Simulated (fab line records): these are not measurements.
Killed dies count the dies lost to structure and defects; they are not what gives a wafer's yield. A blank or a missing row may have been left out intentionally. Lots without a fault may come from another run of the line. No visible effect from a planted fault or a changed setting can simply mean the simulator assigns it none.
fab line records	flow n5_finfet
record: lots: 24	wafers: 72	last_day: 20
route steps=1938 shown BEOL_M8@1395 BEOL_M9@1404 BEOL_M10@1472
lots that met no fault: from a run of the same line without faults
start_h: hours from the record's first day to the start of the lot's first wafer shown	wait_h: how many hours have passed since the lot's step before this one	" identical to the entry in the row above	L1.1+2: a row that stands for several wafers	- no value present, or no start provided	* or withheld: withheld	< > ~ a bound
route shown NAME@n: a module of which the file shows steps, and the number in the route of the first	usual: mean/standard deviation taken from wafers without a fault	same: alike in all rows	chamber/n: place in a boat	sites: readings site by site	_std_site: how widely they spread, as a standard deviation	_edge_site: outer sites' mean less inner sites'	radius_mm: for every site, how far away it sits from the centre of the wafer	mask NAME#n: copy n	behind: the most recent tool/chamber to have shaped the wafer	hold: why the lot went on hold/how many hours it stayed there/how the hold came to an end	device: which transistor (n, p or np) failed to switch	end of line: the same wafers' tests at the end of the route	a step without rows: its recipe alone	killed: the dies lost at the first sort to structure and to defects; this is not the yield of the wafer	map: shows each die of a wafer: x if killed, . if not, _ if none is there
set.NAME: the setting as run; set.NAME@STEP: as run at that earlier step	model.NAME: the simulator's own value behind a step, which no gauge read
steps of the route over a sample of lots; a table a step, a row a wafer
services: from which hour (start_h, from the record's first day; less than 0 if before it) a tool's chamber was out of use, for how many hours, and why
== steps ==
step: N5_BEOL_M8_CMP_52
recipe: stop_on: SiCOH_lowk	t_overpolish_s: 6.9	down_force_psi: 1	platen_rpm: 50	clearing_platen_down_force_psi: 1.5	clearing_platen_rpm: 50	post_cmp_clean: cu_alkaline	target_thk_nm: 80	clearing_platen_pad_velocity_m_s: 0.99484	pad_velocity_m_s: 0.99484
usual: barrier_field_endpoint_s: 29.2/0.64	edge_zone_pressure_frac: 1.000/0.0051	motor_current_A: 6.0/0.66	overpolish_run_s: 6.900/0.0088	slurry_flow_ml_min: 150.0/0.4	time_to_endpoint_s: 63.1/2.6
same: t_overpolish_s: 6.9
lot.wafer	tool	chamber	start_h	wait_h	barrier_field_endpoint_s	edge_zone_pressure_frac	motor_current_A	overpolish_run_s	slurry_flow_ml_min	time_to_endpoint_s
L074.4	cmp-03	1	233.36	0.2	28.7	1.007	6.2	6.889	150.5	58.0
L074.1	"	3	"	"	29.7	1.000	6.4	6.878	149.3	60.7
L074.6	"	0	"	"	29.6	1.004	5.6	6.893	149.7	59.5
L076.3	cmp-04	1	246.64	0.2	30.5	0.994	7.0	6.903	150.0	66.8
L076.2	"	0	"	"	29.1	1.003	4.9	6.904	150.8	65.0
L076.5	"	1	"	"	30.0	1.001	6.7	6.911	149.9	65.8
L075.4	cmp-02	3	247.07	0.2	29.9	0.994	6.4	6.897	150.0	66.3
L075.1	"	0	"	"	29.9	1.001	5.6	6.886	150.0	67.6
L075.5	"	2	"	"	29.2	0.992	5.7	6.898	149.6	62.9
L078.4	cmp-03	1	269.40	0.2	29.4	0.998	5.9	6.906	149.7	62.4
L078.1	"	2	"	"	28.3	1.011	6.1	6.881	150.0	60.6
L078.6	"	0	"	"	29.7	1.004	5.7	6.910	151.0	63.3
L081.4	cmp-04	0	269.90	0.2	29.4	0.998	4.9	6.917	150.8	65.0
L081.1	"	2	"	"	29.4	0.991	5.5	6.902	149.5	64.7
L081.5	"	3	"	"	29.7	1.002	6.0	6.908	149.7	61.9
L079.4	cmp-03	3	269.99	0.1	28.8	1.008	7.0	6.914	150.3	64.2
L079.6	"	3	"	"	29.6	1.003	6.7	6.901	150.3	63.0
L079.5	"	0	"	"	28.6	1.001	5.9	6.898	149.7	61.2
L077.1	cmp-02	3	270.13	0.3	29.1	1.001	6.1	6.900	150.1	64.8
L077.4	"	1	"	"	29.5	1.004	6.8	6.896	150.5	63.0
L077.5	"	0	"	"	28.3	0.993	5.6	6.889	149.9	64.0
L080.2	cmp-02	3	270.77	0.2	29.5	0.995	6.5	6.891	150.2	63.8
L080.3	"	0	"	"	29.5	0.999	5.6	6.899	150.7	63.7
L080.6	"	3	"	"	30.3	0.997	6.7	6.908	150.3	66.6
L083.4	cmp-04	0	295.60	0.1	29.9	0.994	4.9	6.886	150.1	65.3
L083.1	"	3	"	"	29.2	0.998	5.7	6.906	150.5	65.2
L083.6	"	0	"	"	30.4	0.992	4.8	6.908	150.0	66.0
L082.1	cmp-02	3	301.05	0.4	28.2	0.999	6.6	6.903	150.3	60.0
L082.5	"	0	"	"	28.2	1.007	5.4	6.896	150.4	62.0
L082.6	"	1	"	"	28.5	0.997	7.1	6.895	149.8	60.7
L084.2	cmp-03	2	304.71	0.2	29.5	0.993	5.8	6.904	150.1	63.0
L084.3	"	0	"	"	29.0	1.006	5.9	6.897	150.0	62.8
L084.5	"	2	"	"	29.0	0.995	5.8	6.887	150.0	62.3
L086.4	cmp-04	3	310.89	0.1	29.6	1.011	6.0	6.895	150.5	62.9
L086.1	"	1	"	"	29.1	0.998	6.9	6.909	149.6	60.9
L086.5	"	3	"	"	30.2	1.007	6.0	6.900	150.1	61.9
L085.4	cmp-02	1	311.15	0.1	29.7	0.995	7.2	6.893	149.9	60.9
L085.3	"	2	"	"	29.6	1.003	5.4	6.893	150.9	62.5
L085.5	"	2	"	"	29.6	0.997	5.9	6.903	150.2	60.5
L089.4	cmp-03	3	317.69	0.2	30.2	1.007	7.1	6.906	150.1	69.1
L089.3	"	2	"	"	29.6	1.002	5.8	6.910	150.1	66.4
L089.6	"	0	"	"	29.7	1.009	5.8	6.899	150.1	63.2
L087.4	cmp-03	3	318.94	0.1	30.4	0.988	6.8	6.909	149.7	65.4
L087.6	"	3	"	"	30.4	1.001	6.6	6.906	150.1	69.2
L087.5	"	0	"	"	29.9	0.998	6.2	6.910	150.2	63.5
L088.1	cmp-04	2	333.62	0.3	28.4	1.003	5.4	6.913	150.6	63.4
L088.4	"	0	"	"	27.9	0.996	5.0	6.894	149.4	59.4
L088.6	"	2	"	"	29.2	0.994	5.5	6.909	150.3	63.0
L091.3	cmp-04	0	337.48	0.3	28.2	1.001	4.6	6.904	150.4	63.3
L091.4	"	1	"	"	28.1	0.998	6.7	6.902	150.1	61.4
L091.2	"	2	"	"	28.4	1.002	5.5	6.896	150.2	62.2
L090.1	cmp-04	1	337.70	0.3	28.8	1.002	6.8	6.886	150.8	65.1
L090.6	"	1	"	"	28.7	1.005	6.6	6.884	150.5	65.3
L090.5	"	2	"	"	29.3	1.008	5.6	6.904	149.8	63.8
L092.4	cmp-04	3	342.61	0.2	29.9	1.000	5.7	6.901	150.7	64.1
L092.2	"	1	"	"	29.2	1.002	6.5	6.896	150.0	62.4
L092.5	"	2	"	"	28.8	1.009	5.5	6.890	150.0	64.6
L093.3	cmp-02	3	342.93	0.3	28.9	1.009	6.5	6.904	149.4	62.6
L093.4	"	0	"	"	29.7	0.997	5.4	6.909	150.3	61.8
L093.2	"	1	"	"	29.2	0.998	7.4	6.895	149.6	59.0
L094.4	cmp-04	2	357.79	0.1	29.9	1.003	5.4	6.914	149.9	64.6
L094.2	"	0	"	"	29.7	0.998	4.7	6.900	149.8	64.5
L094.5	"	2	"	"	29.6	1.008	5.2	6.904	150.0	63.3
L095.1	cmp-02	2	376.67	0.3	28.7	0.998	6.0	6.885	150.6	58.7
L095.3	"	3	"	"	28.6	1.004	6.5	6.896	150.0	61.5
L095.6	"	3	"	"	28.3	1.004	6.3	6.881	150.2	60.9
L096.2	cmp-04	2	379.92	0.2	29.0	1.007	5.6	6.896	149.6	63.4
L096.4	"	1	"	"	29.5	1.001	6.8	6.892	149.8	65.9
L096.6	"	3	"	"	29.8	1.007	6.1	6.897	150.3	66.4
L097.1	cmp-02	1	393.37	0.3	28.0	1.008	7.0	6.908	149.5	55.9
L097.2	"	3	"	"	28.7	0.999	6.5	6.897	150.1	59.2
L097.5	"	1	"	"	28.7	1.002	6.8	6.897	149.9	57.4
step: N5_BEOL_M8_DEP_56
recipe: material: SiCN	target_thk_a: 100	temp_c: withheld	precursor: 3MS/NH3	pressure_torr: 3	rf_w: 202	time_s: 17.5
usual: showerhead_plenum_p_Torr: 3.665/0.01	throttle_valve_pct: 9.2/0.56
lot.wafer	tool	chamber	start_h	wait_h	showerhead_plenum_p_Torr	throttle_valve_pct
L074.1	pecvd-02	0	233.68	0.0	3.670	9.0
L074.4	"	2	"	"	3.652	9.0
L074.6	"	1	"	"	3.662	9.0
L076.2	pecvd-01	1	247.00	0.0	3.658	10.1
L076.3	"	0	"	"	3.667	9.0
L076.5	"	0	"	"	3.657	9.3
L075.1	pecvd-01	2	247.39	0.0	3.677	8.4
L075.4	"	0	"	"	3.651	9.2
L075.5	"	2	"	"	3.678	8.6
L078.1	pecvd-01	0	269.68	0.0	3.654	9.2
L078.4	"	1	"	"	3.666	10.3
L078.6	"	2	"	"	3.676	8.3
L081.1	pecvd-04	1	270.22	0.0	3.668	8.7
L081.4	"	2	"	"	3.649	9.5
L081.5	"	0	"	"	3.681	9.5
L079.4	pecvd-02	1	270.36	0.0	3.673	8.6
L079.5	"	2	"	"	3.653	9.2
L079.6	"	0	"	"	3.683	8.7
L077.1	pecvd-01	1	270.49	0.0	3.661	10.1
L077.4	"	0	"	"	3.659	9.4
L077.5	"	1	"	"	3.657	10.1
L080.2	pecvd-04	1	271.13	0.0	3.671	8.4
L080.3	"	0	"	"	3.683	9.5
L080.6	"	2	"	"	3.655	9.3
L083.1	pecvd-04	1	295.97	0.0	3.663	8.4
L083.4	"	2	"	"	3.658	9.7
L083.6	"	2	"	"	3.644	9.2
L082.1	pecvd-01	0	301.30	0.0	3.660	9.2
L082.5	"	1	"	"	3.659	10.5
L082.6	"	0	"	"	3.657	9.3
L084.2	pecvd-04	1	305.07	0.0	3.664	8.7
L084.3	"	2	"	"	3.659	9.3
L084.5	"	2	"	"	3.662	9.4
L086.1	pecvd-04	1	311.25	0.0	3.655	8.7
L086.4	"	1	"	"	3.658	8.9
L086.5	"	0	"	"	3.672	9.5
L085.3	pecvd-02	2	311.54	0.0	3.660	8.8
L085.4	"	0	"	"	3.678	8.9
L085.5	"	0	"	"	3.672	9.0
L089.3	pecvd-04	2	318.05	0.0	3.656	9.3
L089.4	"	1	"	"	3.652	9.0
L089.6	"	0	"	"	3.677	9.3
L087.4	pecvd-02	2	319.32	0.0	3.655	9.1
L087.5	"	1	"	"	3.649	9.0
L087.6	"	0	"	"	3.669	8.9
L088.1	pecvd-01	0	333.94	0.0	3.655	9.4
L088.4	"	0	"	"	3.658	9.0
L088.6	"	2	"	"	3.676	8.3
L091.2	pecvd-04	1	337.80	0.0	3.673	8.4
L091.3	"	0	"	"	3.673	9.2
L091.4	"	0	"	"	3.682	9.3
L090.1	pecvd-01	0	338.06	0.0	3.664	9.2
L090.5	"	1	"	"	3.667	10.3
L090.6	"	2	"	"	3.671	8.5
L092.2	pecvd-04	1	342.93	0.0	3.667	8.7
L092.4	"	2	"	"	3.659	9.4
L092.5	"	1	"	"	3.665	8.6
L093.2	pecvd-04	1	343.29	0.0	3.669	8.3
L093.3	"	0	"	"	3.689	9.3
L093.4	"	0	"	"	3.677	9.1
L094.2	pecvd-01	1	358.14	0.0	3.649	10.2
L094.4	"	1	"	"	3.658	10.6
L094.5	"	2	"	"	3.675	8.8
L095.1	pecvd-01	1	377.02	0.0	3.654	10.3
L095.3	"	0	"	"	3.668	9.5
L095.6	"	0	"	"	3.671	9.3
L096.2	pecvd-04	2	380.28	0.0	3.665	9.6
L096.4	"	1	"	"	3.662	8.5
L096.6	"	0	"	"	3.670	9.3
L097.1	pecvd-02	0	393.73	0.0	3.677	9.0
L097.2	"	2	"	"	3.653	9.2
L097.5	"	2	"	"	3.662	9.1
step: N5_BEOL_M9_PECVD_70
recipe: material: SiO2	target_thk_a: 200	temp_c: 400	precursor: TEOS/O2	pressure_torr: 5.5	rf_w: 450	teos_flow_sccm: 53.8	gas: O2	flow_sccm: 3000	time_s: 22.7
usual: heater_power_w: 693/68	showerhead_plenum_p_Torr: 8.77/0.048	throttle_valve_pct: 22.4/0.76
lot.wafer	tool	chamber	start_h	wait_h	heater_power_w	showerhead_plenum_p_Torr	throttle_valve_pct
L074.1	pecvd-02	2	234.53	0.0	706	8.76	22.2
L074.4	"	0	"	"	711	8.82	22.1
L074.6	"	1	"	"	643	8.81	21.7
L076.2	pecvd-02	2	247.76	0.0	698	8.73	22.5
L076.3	"	1	"	"	616	8.78	22.0
L076.5	"	1	"	"	616	8.77	21.7
L075.1	pecvd-03	1	248.63	0.0	754	8.72	21.6
L075.4	"	0	"	"	733	8.79	23.3
L075.5	"	0	"	"	726	8.78	23.2
L078.1	pecvd-02	0	270.44	0.0	751	8.84	22.1
L078.4	"	1	"	"	682	8.79	21.4
L078.6	"	2	"	"	624	8.75	22.5
L081.1	pecvd-02	0	271.19	0.0	813	8.86	22.1
L081.4	"	1	"	"	541	8.76	21.9
L081.5	"	0	"	"	820	8.84	21.8
L079.4	pecvd-03	0	271.42	0.1	604	8.76	23.3
L079.5	"	2	"	"	686	8.68	22.1
L079.6	"	1	"	"	643	8.70	21.7
L077.1	pecvd-04	0	271.67	0.0	655	8.84	23.2
L077.4	"	2	"	"	794	8.74	23.2
L077.5	"	1	"	"	655	8.77	21.0
L080.2	pecvd-04	0	272.36	0.0	688	8.86	23.1
L080.3	"	1	"	"	640	8.77	21.5
L080.6	"	2	"	"	683	8.76	23.1
L083.1	pecvd-04	2	296.75	0.0	812	8.74	23.3
L083.4	"	1	"	"	687	8.76	21.4
L083.6	"	2	"	"	787	8.73	23.3
L082.1	pecvd-02	2	302.06	0.0	679	8.75	22.2
L082.5	"	1	"	"	649	8.79	21.9
L082.6	"	0	"	"	855	8.84	21.8
L084.2	pecvd-04	2	305.83	0.0	737	8.75	23.0
L084.3	"	0	"	"	666	8.84	23.1
L084.5	"	1	"	"	707	8.78	21.1
L086.1	pecvd-02	0	312.05	0.0	817	8.82	22.0
L086.4	"	2	"	"	690	8.73	22.5
L086.5	"	2	"	"	688	8.77	22.4
L085.3	pecvd-04	2	312.30	0.0	729	8.71	23.2
L085.4	"	2	"	"	726	8.75	23.2
L085.5	"	0	"	"	656	8.84	23.4
L089.3	pecvd-04	1	319.14	0.0	705	8.78	21.3
L089.4	"	0	"	"	618	8.83	23.2
L089.6	"	1	"	"	690	8.77	21.3
L087.4	pecvd-04	1	320.59	0.1	705	8.80	21.3
L087.5	"	0	"	"	627	8.83	23.2
L087.6	"	2	"	"	745	8.74	23.4
L088.1	pecvd-03	2	334.71	0.0	560	8.68	21.9
L088.4	"	2	"	"	562	8.68	22.1
L088.6	"	1	"	"	741	8.71	22.0
L090.1	pecvd-03	1	338.82	0.0	688	8.74	22.0
L090.5	"	0	"	"	612	8.79	23.4
L090.6	"	2	"	"	723	8.70	22.2
L091.2	pecvd-02	1	339.04	0.0	607	8.78	21.6
L091.3	"	0	"	"	798	8.85	21.9
L091.4	"	0	"	"	810	8.83	22.2
L092.2	pecvd-04	0	343.69	0.0	609	8.84	22.8
L092.4	"	0	"	"	600	8.85	23.1
L092.5	"	1	"	"	704	8.78	21.3
L093.2	pecvd-03	1	344.04	0.0	749	8.71	21.6
L093.3	"	2	"	"	684	8.69	22.3
L093.4	"	2	"	"	680	8.70	22.0
L094.2	pecvd-04	2	359.38	0.0	750	8.76	23.5
L094.4	"	0	"	"	592	8.82	22.9
L094.5	"	2	"	"	763	8.74	23.4
L095.1	pecvd-03	2	377.78	0.0	691	8.71	22.3
L095.3	"	1	"	"	707	8.71	21.6
L095.6	"	1	"	"	712	8.71	21.7
L096.2	pecvd-04	1	381.04	0.0	702	8.78	21.3
L096.4	"	2	"	"	741	8.72	23.4
L096.6	"	0	"	"	637	8.85	23.0
L097.1	pecvd-02	0	394.53	0.0	830	8.83	21.8
L097.2	"	1	"	"	561	8.79	21.8
L097.5	"	0	"	"	834	8.82	21.9
step: N5_BEOL_M10_THK_MEAS_01
recipe: reads: SiCOH_lowk_of_BEOL_M10_ILD_DEP_00
usual: M10_ILD_THK: 267/3.3
lot.wafer	tool	chamber	start_h	wait_h	M10_ILD_THK[nm]
L074.1	film_metro-01	-	253.83	0.4	263
L074.4	"	-	"	"	269
L074.6	"	-	"	"	268
L076.2	film_metro-02	-	257.18	0.7	263
L076.3	"	-	"	"	265
L076.5	"	-	"	"	268
L075.1	film_metro-01	-	258.23	0.4	265
L075.4	"	-	"	"	268
L075.5	"	-	"	"	270
L078.1	film_metro-01	-	278.08	0.4	264
L078.4	"	-	"	"	268
L078.6	"	-	"	"	269
L077.1	film_metro-02	-	284.30	0.4	264
L077.4	"	-	"	"	265
L077.5	"	-	"	"	269
L080.2	film_metro-02	-	284.70	0.4	261
L080.3	"	-	"	"	268
L080.6	"	-	"	"	269
L081.1	film_metro-01	-	284.97	0.4	265
L081.4	"	-	"	"	274
L081.5	"	-	"	"	270
L079.4	film_metro-01	-	287.69	0.2	269
L079.5	"	-	"	"	270
L079.6	"	-	"	"	270
L083.1	film_metro-02	-	303.39	0.4	266
L083.4	"	-	"	"	268
L083.6	"	-	"	"	270
L082.1	film_metro-01	-	310.98	0.4	268
L082.5	"	-	"	"	272
L082.6	"	-	"	"	273
L084.2	film_metro-01	-	313.53	0.4	263
L084.3	"	-	"	"	267
L084.5	"	-	"	"	271
L085.3	film_metro-02	-	319.79	0.3	275
L085.4	"	-	"	"	274
L085.5	"	-	"	"	275
L086.1	film_metro-02	-	320.33	0.4	266
L086.4	"	-	"	"	271
L086.5	"	-	"	"	272
L089.3	film_metro-01	-	326.91	0.3	266
L089.4	"	-	"	"	269
L089.6	"	-	"	"	269
L087.4	film_metro-02	-	329.57	0.2	272
L087.5	"	-	"	"	269
L087.6	"	-	"	"	270
L088.1	film_metro-01	-	343.47	0.4	267
L088.4	"	-	"	"	272
L088.6	"	-	"	"	269
L090.1	film_metro-01	-	347.73	0.4	262
L090.5	"	-	"	"	268
L090.6	"	-	"	"	269
L091.2	film_metro-01	-	347.96	0.4	271
L091.3	"	-	"	"	268
L091.4	"	-	"	"	269
L093.2	film_metro-02	-	350.06	0.4	268
L093.3	"	-	"	"	264
L093.4	"	-	"	"	272
L092.2	film_metro-02	-	351.67	0.4	268
L092.4	"	-	"	"	268
L092.5	"	-	"	"	275
L094.2	film_metro-02	-	365.78	0.4	261
L094.4	"	-	"	"	268
L094.5	"	-	"	"	265
L095.1	film_metro-01	-	387.73	0.4	267
L095.3	"	-	"	"	265
L095.6	"	-	"	"	267
L096.2	film_metro-02	-	389.62	0.4	262
L096.4	"	-	"	"	267
L096.6	"	-	"	"	269
L097.1	film_metro-02	-	404.69	0.8	262
L097.2	"	-	"	"	266
L097.5	"	-	"	"	267
step: N5_BEOL_M10_PECVD_70
recipe: material: SiO2	target_thk_a: 200	temp_c: 400	precursor: TEOS/O2	pressure_torr: 5.5	rf_w: 450	teos_flow_sccm: 53.8	gas: O2	flow_sccm: 3000	time_s: 22.7
usual: heater_power_w: 690/53	showerhead_plenum_p_Torr: 8.77/0.047	throttle_valve_pct: 22.8/1.3
lot.wafer	tool	chamber	start_h	wait_h	heater_power_w	showerhead_plenum_p_Torr	throttle_valve_pct
L074.1	pecvd-03	0	253.87	0.0	715	8.77	23.4
L074.4	"	1	"	"	654	8.71	21.4
L074.6	"	0	"	"	712	8.76	23.1
L076.2	pecvd-04	0	257.22	0.0	711	8.83	23.0
L076.3	"	2	"	"	813	8.71	23.0
L076.5	"	1	"	"	723	8.77	21.4
L075.1	pecvd-04	0	258.27	0.0	675	8.84	23.1
L075.4	"	1	"	"	679	8.79	21.3
L075.5	"	0	"	"	699	8.84	23.0
L078.1	pecvd-04	2	278.11	0.0	816	8.74	23.5
L078.4	"	2	"	"	806	8.73	23.1
L078.6	"	1	"	"	660	8.79	21.2
L077.1	pecvd-01	0	284.33	0.0	613	8.76	23.1
L077.4	"	0	"	"	602	8.77	22.9
L077.5	"	1	"	"	699	8.76	25.5
L080.2	pecvd-01	1	284.73	0.0	718	8.75	25.4
L080.3	"	2	"	"	658	8.82	21.2
L080.6	"	1	"	"	719	8.74	25.6
L081.1	pecvd-01	2	285.01	0.0	593	8.83	21.0
L081.4	"	0	"	"	687	8.76	22.9
L081.5	"	2	"	"	591	8.80	21.1
L079.4	pecvd-01	2	287.75	0.1	692	8.83	21.1
L079.5	"	0	"	"	622	8.74	22.6
L079.6	"	1	"	"	768	8.72	25.6
L083.1	pecvd-04	1	303.42	0.0	682	8.78	21.3
L083.4	"	1	"	"	669	8.79	21.4
L083.6	"	0	"	"	607	8.83	23.0
L082.1	pecvd-01	1	311.02	0.0	660	8.76	25.6
L082.5	"	1	"	"	665	8.72	25.5
L082.6	"	0	"	"	639	8.76	23.0
L084.2	pecvd-03	1	313.56	0.0	636	8.75	21.7
L084.3	"	2	"	"	661	8.68	22.0
L084.5	"	1	"	"	633	8.71	21.6
L085.3	pecvd-03	1	319.84	0.1	667	8.71	21.5
L085.4	"	0	"	"	606	8.79	23.5
L085.5	"	0	"	"	585	8.76	23.4
L086.1	pecvd-04	0	320.37	0.0	663	8.82	22.9
L086.4	"	2	"	"	735	8.74	23.4
L086.5	"	0	"	"	673	8.85	23.0
L089.3	pecvd-04	1	326.95	0.0	730	8.78	21.3
L089.4	"	1	"	"	727	8.81	21.6
L089.6	"	2	"	"	695	8.74	23.5
L087.4	pecvd-04	1	329.62	0.1	714	8.78	21.5
L087.5	"	2	"	"	720	8.72	23.0
L087.6	"	0	"	"	664	8.83	23.2
L088.1	pecvd-01	0	343.51	0.0	650	8.76	22.8
L088.4	"	1	"	"	768	8.73	25.7
L088.6	"	0	"	"	653	8.76	22.9
L090.1	pecvd-01	0	347.77	0.0	668	8.76	22.8
L090.5	"	0	"	"	678	8.75	23.0
L090.6	"	1	"	"	705	8.73	25.6
L091.2	pecvd-03	0	347.99	0.0	660	8.77	23.5
L091.3	"	1	"	"	714	8.72	21.6
L091.4	"	0	"	"	654	8.76	23.7
L093.2	pecvd-04	0	350.09	0.0	599	8.86	22.9
L093.3	"	2	"	"	789	8.72	23.5
L093.4	"	1	"	"	694	8.78	21.4
L092.2	pecvd-03	2	351.70	0.0	618	8.70	22.7
L092.4	"	2	"	"	634	8.68	22.3
L092.5	"	1	"	"	713	8.73	21.8
L094.2	pecvd-01	0	365.81	0.0	645	8.74	22.8
L094.4	"	1	"	"	729	8.76	25.4
L094.5	"	2	"	"	628	8.83	21.5
L095.1	pecvd-01	0	387.76	0.0	691	8.76	22.9
L095.3	"	2	"	"	659	8.83	21.7
L095.6	"	2	"	"	675	8.84	21.3
L096.2	pecvd-04	0	389.66	0.0	674	8.83	23.0
L096.4	"	0	"	"	700	8.86	23.0
L096.6	"	0	"	"	667	8.84	23.1
L097.1	pecvd-03	2	404.72	0.0	697	8.71	22.5
L097.2	"	1	"	"	712	8.71	22.0
L097.5	"	1	"	"	707	8.70	21.7
step: N5_BEOL_M10_STRIP_19
recipe: chemistry: O2	power_w: 400	temp_c: 40	pressure_mtorr: 30	rf_frequency_hz: 6e+07	bias_power_w: 0	overash_fraction: 0.2	o2_flow_sccm: 225
usual: drypump_motor_current_A: 5.6/0.54	oes_product_au: 0.82/0.08	rf_vpp_V: 3.7/0.57	showerhead_plenum_p_Torr: 2.13/0.082	throttle_valve_pct: 16.62/0.19
lot.wafer	tool	chamber	start_h	wait_h	drypump_motor_current_A	oes_product_au	rf_hours_counter_h	rf_vpp_V	showerhead_plenum_p_Torr	throttle_valve_pct
L074.1	rie_diel-03	0	255.78	0.1	5.5	0.93	27	4.3	2.04	16.30
L074.4	"	1	"	"	6.5	0.83	89	5.0	2.20	16.61
L074.6	"	0	"	"	5.5	0.92	-	4.2	2.04	16.30
L076.2	rie_diel-03	0	260.43	0.1	5.5	0.91	28	3.3	2.04	16.31
L076.3	"	1	"	"	6.5	0.82	91	3.4	2.20	16.64
L076.5	"	0	"	"	5.5	0.92	-	4.0	2.04	16.33
L075.1	rie_diel-03	3	260.47	0.1	4.8	0.70	229	3.4	2.16	17.00
L075.4	"	0	"	"	5.5	0.92	28	3.1	2.04	16.30
L075.5	"	0	"	"	5.5	0.91	-	4.0	2.04	16.33
L078.1	rie_diel-01	2	280.28	0.1	5.3	0.85	53	4.2	2.22	16.55
L078.4	"	0	"	"	5.7	0.78	124	3.0	2.11	16.62
L078.6	"	0	"	"	5.8	0.78	-	4.3	2.10	16.63
L077.1	rie_diel-03	3	285.40	0.1	4.8	0.70	237	4.2	2.15	17.05
L077.4	"	2	"	"	5.3	0.70	241	4.1	1.97	16.85
L077.5	"	3	"	"	4.8	0.70	-	2.6	2.15	17.01
L080.2	rie_diel-03	3	285.93	0.1	4.9	0.71	238	4.3	2.15	17.03
L080.3	"	0	"	"	5.5	0.93	37	4.5	2.04	16.33
L080.6	"	3	"	"	4.8	0.70	-	3.9	2.15	17.02
L081.1	rie_diel-04	2	286.18	0.1	6.1	0.77	129	3.9	2.11	16.56
L081.4	"	0	"	"	5.3	0.84	77	4.4	2.03	16.58
L081.5	"	1	"	"	5.0	0.83	-	3.9	2.22	16.40
L079.4	rie_diel-03	0	291.55	0.1	5.5	0.90	38	3.4	2.04	16.33
L079.5	"	2	"	"	5.3	0.70	-	4.0	1.97	16.86
L079.6	"	1	"	"	6.5	0.82	-	3.0	2.20	16.65
L083.1	rie_diel-04	3	305.69	0.1	6.1	0.90	40	3.6	2.22	16.59
L083.4	"	3	"	"	6.0	0.90	-	3.3	2.22	16.58
L083.6	"	2	"	"	6.1	0.76	-	3.2	2.11	16.59
L082.1	rie_diel-03	3	312.30	0.1	4.9	0.69	245	2.8	2.15	17.06
L082.5	"	2	"	"	5.3	0.69	-	4.3	1.97	16.84
L082.6	"	1	"	"	6.5	0.81	-	4.3	2.20	16.65
L084.2	rie_diel-03	3	315.71	0.1	4.8	0.69	247	4.3	2.15	17.01
L084.3	"	0	"	"	5.5	0.88	46	4.2	2.04	16.35
L084.5	"	3	"	"	4.9	0.69	-	4.4	2.15	17.06
L085.3	rie_diel-04	1	323.22	0.1	5.1	0.83	66	2.9	2.22	16.41
L085.4	"	3	"	"	6.0	0.89	47	3.3	2.21	16.62
L085.5	"	2	"	"	6.1	0.75	-	3.5	2.11	16.59
L086.1	rie_diel-01	3	323.35	0.1	6.3	0.82	78	4.4	2.04	16.74
L086.4	"	1	"	"	5.1	0.82	83	3.0	2.21	16.65
L086.5	"	2	"	"	5.3	0.85	-	3.0	2.22	16.57
L089.3	rie_diel-04	0	329.21	0.1	5.3	0.83	96	3.1	2.03	16.58
L089.4	"	2	"	"	6.1	0.76	148	3.8	2.11	16.60
L089.6	"	1	"	"	5.0	0.83	-	3.4	2.22	16.40
L087.4	rie_diel-04	1	332.34	0.1	5.1	0.82	69	4.5	2.22	16.40
L087.5	"	1	"	"	5.0	0.82	-	2.7	2.22	16.38
L087.6	"	2	"	"	6.1	0.76	-	3.4	2.10	16.60
L088.1	rie_diel-04	0	345.09	0.1	5.3	0.81	102	3.7	2.03	16.62
L088.4	"	1	"	"	5.1	0.81	73	4.5	2.21	16.39
L088.6	"	0	"	"	5.3	0.81	-	3.7	2.03	16.61
L090.1	rie_diel-03	0	352.17	0.2	5.5	0.86	64	4.6	2.03	16.39
L090.5	"	1	"	"	6.5	0.78	-	4.3	2.19	16.66
L090.6	"	2	"	"	5.3	0.97	-	3.2	2.23	16.42
L091.2	rie_diel-03	2	352.28	0.1	5.3	0.96	11	4.3	2.23	16.43
L091.3	"	0	"	"	5.5	0.87	64	4.2	2.03	16.39
L091.4	"	1	"	"	6.5	0.80	126	3.2	2.19	16.70
L093.2	rie_diel-03	0	352.33	0.1	5.5	0.87	64	3.2	2.03	16.40
L093.3	"	1	"	"	6.5	0.80	126	3.1	2.19	16.70
L093.4	"	3	"	"	4.8	1.04	0	3.9	2.15	16.56
L092.2	rie_diel-04	3	353.16	0.1	6.0	0.86	59	3.7	2.21	16.65
L092.4	"	0	"	"	5.3	0.80	104	3.6	2.02	16.61
L092.5	"	1	"	"	5.1	0.81	-	3.0	2.21	16.41
L094.2	rie_diel-01	3	366.94	0.1	6.3	0.80	95	3.2	2.04	16.76
L094.4	"	0	"	"	5.7	0.75	155	2.8	2.09	16.68
L094.5	"	2	"	"	5.3	0.81	-	4.3	2.21	16.62
L095.1	rie_diel-04	3	389.07	0.1	6.1	0.85	70	3.3	2.21	16.64
L095.3	"	1	"	"	5.1	0.80	88	3.6	2.21	16.42
L095.6	"	0	"	"	5.3	0.79	-	2.8	2.02	16.64
L096.2	rie_diel-01	2	391.89	0.1	5.3	0.81	95	3.6	2.21	16.63
L096.4	"	1	"	"	5.1	0.79	110	3.7	2.20	16.68
L096.6	"	0	"	"	5.7	0.75	-	3.4	2.09	16.68
L097.1	rie_diel-03	3	407.39	0.2	4.9	0.96	15	3.5	2.14	16.61
L097.2	"	1	"	"	6.5	0.78	142	3.4	2.19	16.71
L097.5	"	3	"	"	4.9	0.96	-	4.4	2.14	16.58
== services ==
tool	chamber	start_h	hours	kind
pecvd-03	2	212.06	18.9	repair
pecvd-02	0	215.90	2.2	repair
cmp-04	-	216.84	2.2	repair
cmp-04	-	233.82	0.3	repair
cmp-03	-	246.69	4.0	pm
cmp-02	-	255.37	4.0	pm
cmp-04	-	264.04	5.4	repair
rie_diel-01	0	264.71	3.7	repair
pecvd-03	-	270.21	0.6	repair
cmp-03	-	273.77	4.5	pm
pecvd-04	0	282.82	14.2	repair
cmp-03	-	292.87	4.8	pm
rie_diel-04	1	294.03	23.1	repair
pecvd-03	0	296.00	7.2	repair
cmp-04	-	316.71	4.0	pm
pecvd-03	2	318.15	4.3	repair
cmp-03	-	333.31	1.5	repair
cmp-02	-	335.62	5.2	pm
cmp-03	-	341.65	1.3	repair
rie_diel-03	-	353.27	4.3	pm
cmp-03	-	356.61	1.8	repair
pecvd-03	-	363.53	2.8	pm
cmp-02	-	389.17	3.4	pm
cmp-02	-	407.14	4.1	repair
== key ==
fault none
